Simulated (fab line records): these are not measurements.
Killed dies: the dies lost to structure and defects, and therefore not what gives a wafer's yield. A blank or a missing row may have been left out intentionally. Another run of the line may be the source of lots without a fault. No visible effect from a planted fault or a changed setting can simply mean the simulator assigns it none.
A lot that was struck, set against a sound lot || flow n5Finfet || 15 steps out of a route of 1938
Sound: wafers L800.2, L800.3, L800.4. Struck: wafers L808.1, L808.3. (L808.4 of the same lot was not struck and is left out.) The cause comes at the end.
Per side, at each step with rows, come the tool, then ch with its chambers, and then its first start. Under that, the readings that differ: sound wafers || struck wafers || difference of the means || sigmas: that difference in standard deviations of wafers without a fault.
alike: same words and numbers on both sides, and readings whose means sit less than 2 such deviations apart. not compared: any withheld reading, any reading some wafer has no value for, any bound like >300 that may hide the same value, and any number with overlapping values for which the record gives no deviation.
Wherever a step has rows on one side only, a row that says differs or no value, or a row with sigmas, the two part there. When numbers do not overlap yet have no deviation, they are printed without sigmas and do not part them. A reading that every wafer of one side lacks parts them only if that side has two wafers or more.

N5_GATE_CUT_INSPECT_15: inspects for defects (brightfield).
  sound on defectInspect-01, day 5 16:13; struck on defectInspect-01, day 7 09:52
  alike: rawDefectCount
N5_GATE_CUT_DESCUM_18: chemistry O2, time 7 s.
  sound on rieDiel-05 ch 0,2,3, day 5 16:14; struck on rieDiel-02 ch 0,2, day 7 09:54
{"reading": "rfFwdPowerW (W)", "sound": "48.72 49.53 49.34", "struck": "49.81 49.65", "difference": "+0.53", "sigmas": "+2"}
  alike: chamberPressureMTorr, drypumpMotorCurrentA, o2FlowSccm, oesProductAu, rfVppV, showerheadPlenumPTorr, throttleValvePct
  not compared: rfHoursCounterH
then, 1 step without rows for these wafers: N5_GATE_CUT_ETCH_28 (etches underlayer in N2/H2, target depth 13 nm, time 10.4 s).
N5_GATE_CUT_ETCH_36: etches SiARC in CF4, target depth 13 nm, time 21.7 s.
  sound on rieDiel-05 ch 0,2,3, day 5 16:18; struck on rieDiel-02 ch 0,2, day 7 09:57
  alike: biasW, cf4FlowSccm, chamberPressureMTorr, drypumpMotorCurrentA, etchRfOnTimeS, oesProductAu, rfFwdPowerW, rfVppV, showerheadPlenumPTorr, throttleValvePct
  not compared: rfHoursCounterH
then, 3 steps without rows for these wafers: N5_GATE_CUT_ETCH_37 (etches SOC in N2/H2, target depth 60 nm, overetch 12 nm, time 90 s); N5_GATE_CUT_STRIP_38 (strips in N2/H2); N5_GATE_CUT_STRIP_39 (strips in N2/H2).
N5_GATE_CUT_HM_OPEN_40: chemistry C4F6/O2, target SiO2, target depth 139 nm, time 85.1 s.
  sound on rieDiel-05 ch 0,2,3, day 5 16:25; struck on rieDiel-02 ch 0,2, day 7 10:04
  alike: C4F6_flow_sccm, biasW, chamberPressureMTorr, drypumpMotorCurrentA, etchRfOnTimeS, oes_f_703_au, oesProductAu, rfFwdPowerW, rfVppV, showerheadPlenumPTorr, throttleValvePct
  not compared: rfHoursCounterH
then, 3 steps without rows for these wafers: N5_GATE_CUT_STRIP_41 (strips in CF4); N5_GATE_CUT_STRIP_42 (strips in O2); N5_GATE_CUT_ETCH_19 (etches SiNx in CH3F/O2, target depth 53.7 nm, time 76.7 s).
N5_GATE_CUT_CUT_ETCH_53: etches W in SF6/Cl2, target depth 79.2 nm.
  sound on rieMetal-03 ch 0,1, day 5 16:38; struck on rieMetal-03 ch 0, day 7 10:17
  alike: biasW, chamberPressureMTorr, drypumpMotorCurrentA, etchRfOnTimeS, oesProductAu, rfFwdPowerW, throttleValvePct
  not compared: rfHoursCounterH
N5_GATE_CUT_CUT_ETCH_54: etches TiN in Cl2/BCl3, target depth 96.7 nm.
  sound on rieMetal-03 ch 0,1, day 5 16:41; struck on rieMetal-03 ch 0, day 7 10:21
{"reading": "etchRfOnTimeS (s)", "sound": "36.8 38.0 36.6", "struck": "31.2 31.2", "difference": -5.9, "sigmas": -10}
{"reading": "rfFwdPowerW (W)", "sound": "990 975 987", "struck": "1214 1213", "difference": "+230", "sigmas": "+38"}
  alike: biasW, chamberPressureMTorr, drypumpMotorCurrentA, oesProductAu, throttleValvePct
  not compared: rfHoursCounterH
N5_GATE_CUT_CUT_ETCH_55: etches HfO2 in BCl3, target depth 3.2 nm.
  sound on rieMetal-03 ch 0,1, day 5 16:45; struck on rieMetal-03 ch 0, day 7 10:25
  alike: biasW, chamberPressureMTorr, drypumpMotorCurrentA, oesProductAu, rfFwdPowerW, throttleValvePct
  not compared: rfHoursCounterH
-- record jumps: 5 days separate the struck wafers' starts on either side; left off in module GATE_CUT, taken up again in module BEOL_M4, whose first shown step is the route's number 1111 --
N5_BEOL_M4_RC_MEAS_101:
  sound on prober-01 ch 0, day 9 23:47; struck on prober-01 ch 0, day 11 23:40
  alike: DIBL_N, DIBL_P, IOFF_N, IOFF_P, ION_N, ION_P, SS_N, SS_P, VT_N, VT_P

## WHERE THEY PART
First at N5_GATE_CUT_DESCUM_18; last, within this record, at N5_GATE_CUT_CUT_ETCH_54. Later steps at which nothing parts them and some readings are alike: N5_GATE_CUT_CUT_ETCH_55, N5_BEOL_M4_RC_MEAS_101.

WHY: the cause the simulator had injected
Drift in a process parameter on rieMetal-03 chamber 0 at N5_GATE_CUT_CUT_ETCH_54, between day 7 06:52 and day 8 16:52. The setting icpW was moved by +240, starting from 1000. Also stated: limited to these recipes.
